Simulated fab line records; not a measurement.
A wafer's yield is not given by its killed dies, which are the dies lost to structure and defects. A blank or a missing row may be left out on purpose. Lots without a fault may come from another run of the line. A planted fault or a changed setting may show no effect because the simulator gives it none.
Which of the tools did it? | flow nand harc | 24 lots, 72 wafers sampled, at 3 steps of a route of 1159

## WHAT EACH GAUGE READ, for each wafer
NHARC_A_CHANNEL_HOLE_D1_OVL_MEAS_11. Usual: overlay x nm -0.3 nm, standard deviation 0.99; overlay y nm -0.4 nm, standard deviation 0.88.
lot  | measured     | on         | overlay x nm (nm) | overlay y nm (nm) | flag
L074 | day 7 19:10  | overlay-02 | -1.9 -1.5 -2.2    | 0.5 0.8 1.3       |
L075 | day 8 19:23  | overlay-01 | 0.4 0.7 -0.3      | 0.3 -0.8 -0.4     |
L076 | day 8 19:38  | overlay-02 | 0.8 0.4 0.6       | -0.2 0.0 0.0      |
L077 | day 9 08:21  | overlay-02 | -1.7 -2.1 -2.6    | -0.8 -0.1 -0.4    |
L078 | day 9 09:25  | overlay-01 | 0.5 0.3 0.9       | -1.1 -1.4 -1.5    |
L079 | day 9 08:18  | overlay-01 | -1.4 -2.2 -1.4    | 1.5 1.5 0.7       |
L080 | day 9 18:44  | overlay-01 | -0.5 -0.1 0.3     | -0.3 0.2 -0.3     |
L081 | day 10 00:25 | overlay-02 | 1.0 1.1 0.8       | -1.6 -1.0 -1.0    |
L082 | day 9 23:40  | overlay-01 | -0.5 -0.1 -1.0    | -0.3 -0.1 -0.3    |
L083 | day 10 07:58 | overlay-02 | 1.4 1.6 1.3       | -0.9 -0.7 -0.3    |
L084 | day 10 15:47 | overlay-01 | -0.3 -1.0 -0.7    | -1.7 -2.1 -1.7    |
L087 | day 11 06:48 | overlay-02 | -0.4 0.0 0.1      | -1.9 -1.7 -2.0    |
L086 | day 11 07:58 | overlay-02 | -1.6 -0.9 -1.4    | 0.9 1.0 1.1       |
L085 | day 11 08:14 | overlay-01 | -0.9 -1.3 -1.3    | 0.0 0.0 -0.5      |
L089 | day 12 00:31 | overlay-01 | -0.7 -1.4 -0.8    | -0.8 -0.6 -0.6    |
L088 | day 11 23:10 | overlay-01 | -1.1 -0.4 -0.9    | -0.8 -0.2 -0.3    |
L091 | day 12 00:40 | overlay-02 | 0.1 -0.2 0.1      | 0.4 0.6 1.0       |
L090 | day 12 08:23 | overlay-02 | -0.4 -0.1 -0.7    | -0.7 -1.0 -0.6    |
L092 | day 12 12:19 | overlay-01 | 0.2 0.2 -0.1      | -2.0 -1.9 -1.5    |
L094 | day 13 08:46 | overlay-02 | 1.0 0.2 0.6       | -1.2 -1.0 -0.4    |
L093 | day 13 07:02 | overlay-01 | -1.2 -0.8 -0.5    | -0.4 -0.1 -0.3    |
L095 | day 13 08:26 | overlay-01 | -1.2 -1.2 -0.9    | -0.5 -0.1 -0.1    |
L096 | day 13 19:19 | overlay-02 | 0.1 -0.2 0.1      | 0.2 0.8 0.8       |
L097 | day 13 20:11 | overlay-02 | 1.0 1.1 1.6       | -1.2 -0.9 -0.6    |

## WHAT TOOL EACH LOT RAN ON (gives the tool, then ch and the chambers of the sampled wafers, and finally the start)
lot  | NHARC_P_M2_ETCH_15                            | NHARC_P_M2_CMP_23
L074 | rie diel-07 ch 0,1,2, day 5 21:36 or earlier  | cmp-01 ch 1,2, day 5 21:36
L075 | rie diel-09 ch 0,2, day 6 19:58 or earlier    | cmp-01 ch 1,2,3, day 6 19:58
L076 | rie diel-08 ch 1,3, day 6 20:17 or earlier    | cmp-03 ch 0,1,3, day 6 20:17
L077 | rie diel-09 ch 2,3, day 7 06:43 or earlier    | cmp-04 ch 0,1,2, day 7 06:43
L078 | rie diel-07 ch 1,2, day 7 10:38 or earlier    | cmp-04 ch 1,2, day 7 10:38
L079 | rie diel-09 ch 2,3, day 7 11:04 or earlier    | cmp-01 ch 1,2, day 7 11:04
L080 | rie diel-09 ch 0,1,3, day 7 15:57 or earlier  | cmp-04 ch 0,2,3, day 7 15:57
L081 | rie diel-09 ch 0,1,3, day 8 01:04 or earlier  | cmp-04 ch 1,2, day 8 01:04
L082 | rie diel-09 ch 1,2,3, day 8 02:11 or earlier  | cmp-01 ch 1,2,3, day 8 02:11
L083 | rie diel-09 ch 1,2,3, day 8 11:19 or earlier  | cmp-04 ch 2,3, day 8 11:19
L084 | rie diel-09 ch 0,3, day 8 16:53 or earlier    | cmp-03 ch 0,1, day 8 16:53
L087 | rie diel-08 ch 0,1, day 9 08:38 or earlier    | cmp-04 ch 1,2, day 9 08:38
L086 | rie diel-08 ch 0,1, day 9 09:25 or earlier    | cmp-04 ch 0,2,3, day 9 09:25
L085 | rie diel-07 ch 0,1, day 9 09:42 or earlier    | cmp-01 ch 2,3, day 9 09:42
L089 | rie diel-09 ch 2,3, day 10 02:11 or earlier   | cmp-04 ch 0,2,3, day 10 02:11
L088 | rie diel-09 ch 1,3, day 10 03:59 or earlier   | cmp-01 ch 1,2,3, day 10 03:59
L091 | rie diel-09 ch 2,3, day 10 03:55 or earlier   | cmp-03 ch 0,1,3, day 10 03:55
L090 | rie diel-09 ch 1,2,3, day 10 09:08 or earlier | cmp-04 ch 2,3, day 10 09:08
L092 | rie diel-09 ch 1,3, day 10 14:59 or earlier   | cmp-03 ch 0,3, day 10 14:59
L094 | rie diel-08 ch 0,1, day 11 10:11 or earlier   | cmp-03 ch 0,2,3, day 11 10:11
L093 | rie diel-07 ch 1,3, day 11 10:14 or earlier   | cmp-04 ch 0,3, day 11 10:14
L095 | rie diel-09 ch 0,3, day 11 12:16 or earlier   | cmp-03 ch 1,2,3, day 11 12:16
L096 | rie diel-09 ch 0,3, day 11 16:10 or earlier   | cmp-01 ch 0,2,3, day 11 16:10
L097 | rie diel-08 ch 0,2,3, day 11 17:14 or earlier | cmp-01 ch 0,1,2, day 11 17:14
- NHARC_P_M2_ETCH_15: etches the open film in C4F8/Ar, target depth 182.5 nm, time 91.2 s.
- NHARC_P_M2_CMP_23: polishes, t overpolish 20 s, target thk 144.3 nm.

## AS READ BY THE TOOLS THEMSELVES (means over the sampled wafers that have a number; for cases with no such wafer, the mark the record gives instead)
NHARC_P_M2_ETCH_15. Usual: oes product au 0.947 a.u., standard deviation 0.024; rf vpp V 441 V, standard deviation 3.5.
lot  | tool        | oes product au (a.u.) | rf vpp V (V) | flag
L074 | rie diel-07 | 0.920                 | 441          |
L075 | rie diel-09 | 0.957                 | 439          |
L076 | rie diel-08 | 0.949                 | 442          |
L077 | rie diel-09 | 0.966                 | 442          |
L078 | rie diel-07 | 0.920                 | 438          |
L079 | rie diel-09 | 0.961                 | 442          |
L080 | rie diel-09 | 0.964                 | 442          |
L081 | rie diel-09 | 0.982                 | 442          |
L082 | rie diel-09 | 0.957                 | 440          |
L083 | rie diel-09 | 0.920                 | 440          |
L084 | rie diel-09 | 0.923                 | 445          |
L087 | rie diel-08 | 0.903                 | 442          |
L086 | rie diel-08 | 0.907                 | 441          |
L085 | rie diel-07 | 0.917                 | 443          |
L089 | rie diel-09 | 0.947                 | 442          |
L088 | rie diel-09 | 0.958                 | 443          |
L091 | rie diel-09 | 0.921                 | 440          |
L090 | rie diel-09 | 0.960                 | 441          |
L092 | rie diel-09 | 0.975                 | 439          |
L094 | rie diel-08 | 0.922                 | 441          |
L093 | rie diel-07 | 0.967                 | 443          |
L095 | rie diel-09 | 0.963                 | 444          |
L096 | rie diel-09 | 0.957                 | 445          |
L097 | rie diel-08 | 0.929                 | 443          |

NHARC_P_M2_CMP_23. Usual: motor current A 12.0 A, standard deviation 0.72; time to endpoint s 29.7 s, standard deviation 3.
lot  | tool   | motor current A (A) | time to endpoint s (s) | flag
L074 | cmp-01 | 11.9                | 27.3                   |
L075 | cmp-01 | 12.2                | 29.9                   |
L076 | cmp-03 | 12.1                | 32.0                   |
L077 | cmp-04 | 12.3                | 26.8                   |
L078 | cmp-04 | 11.5                | 29.7                   |
L079 | cmp-01 | 12.2                | 30.3                   |
L080 | cmp-04 | 12.2                | 29.9                   |
L081 | cmp-04 | 11.8                | 29.7                   |
L082 | cmp-01 | 12.3                | 29.7                   |
L083 | cmp-04 | 11.7                | 28.4                   |
L084 | cmp-03 | 12.0                | 31.3                   |
L087 | cmp-04 | 11.8                | 30.3                   |
L086 | cmp-04 | 12.7                | 26.5                   |
L085 | cmp-01 | 11.7                | 29.0                   |
L089 | cmp-04 | 11.9                | 29.7                   |
L088 | cmp-01 | 11.8                | 31.5                   |
L091 | cmp-03 | 12.2                | 32.0                   |
L090 | cmp-04 | 11.7                | 33.6                   |
L092 | cmp-03 | 12.8                | 35.0                   |
L094 | cmp-03 | 12.7                | 32.9                   |
L093 | cmp-04 | 12.1                | 27.5                   |
L095 | cmp-03 | 12.4                | 31.7                   |
L096 | cmp-01 | 11.1                | 30.8                   |
L097 | cmp-01 | 11.8                | 29.1                   |

## THE ANSWER, worked out from the rows above alone
Rule: take the mean of a lot's wafers that have a number; if it is more than 3 standard deviations from the usual mean, the lot is off. A lot without any number at a reading at which 4 lots or more have one is off too. Any other lot the step has rows for is counted as sound. The gauges are gone through in route order, then the tools' own readings, and for those a lot's mean is taken as printed above. At the first step where some lot is off, the reading lying furthest off is the one used; lots without a number count as furthest.
None of the lots is off at any reading shown; this tells nothing.

## WHAT HAD BEEN PUT IN BY THE SIMULATOR
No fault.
